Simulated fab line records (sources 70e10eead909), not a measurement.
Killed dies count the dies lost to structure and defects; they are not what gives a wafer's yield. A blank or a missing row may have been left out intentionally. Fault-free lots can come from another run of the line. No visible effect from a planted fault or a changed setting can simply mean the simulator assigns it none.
Matching of chambers | flow nand harc | 3 sister chambers for NHARC_A_M1_PRE_CLEAN_32 on pecvd-02
The step time 12 s. 3 wafers are shown with their chamber, then 12 later ones without.

## WAFERS PAIRED WITH THEIR CHAMBERS
wafer  | chamber | heater power w (W)
L090.1 | 2       | 574
L090.4 | 0       | 567
L090.5 | 1       | 594

## WAFERS WITHOUT THEIR CHAMBER
wafer  | heater power w (W)
L091.1 | 567
L091.4 | 660
L091.5 | 505
L092.1 | 535
L092.2 | 676
L092.6 | 555
L095.2 | 663
L095.3 | 567
L095.6 | 555
L097.3 | 571
L097.4 | 568
L097.6 | 575

## CHAMBER TAKEN BY EACH
wafer  | from the rows above          | in truth
L091.1 | can't be placed: 0 or 2 or 1 | 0
L091.4 | can't be placed: 1 or 2 or 0 | 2
L091.5 | can't be placed: 0 or 2 or 1 | 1
L092.1 | can't be placed: 0 or 2 or 1 | 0
L092.2 | can't be placed: 1 or 2 or 0 | 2
L092.6 | can't be placed: 0 or 2 or 1 | 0
L095.2 | can't be placed: 1 or 2 or 0 | 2
L095.3 | can't be placed: 0 or 2 or 1 | 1
L095.6 | can't be placed: 0 or 2 or 1 | 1
L097.3 | can't be placed: 2 or 0 or 1 | 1
L097.4 | can't be placed: 0 or 2 or 1 | 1
L097.6 | can't be placed: 2 or 0 or 1 | 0
0 of 12 placed correctly. Can't be placed from these rows: 12 (the true chamber is among the candidates in 12). Number placed wrongly: 0.
How it was worked out, from the rows above alone: a wafer's distance from a chamber is the root of the sum, over the readings, of the square of ((its reading less the chamber's mean) divided by the reading's scatter). If the next closest chamber is less than 2 further off than the closest, the wafer can't be placed; otherwise it belongs to the closest. The mean given for a chamber averages the wafers shown for that chamber. The scatter: root of mean squared gap, hidden wafer to nearest shown wafer, with one shown wafer a chamber.
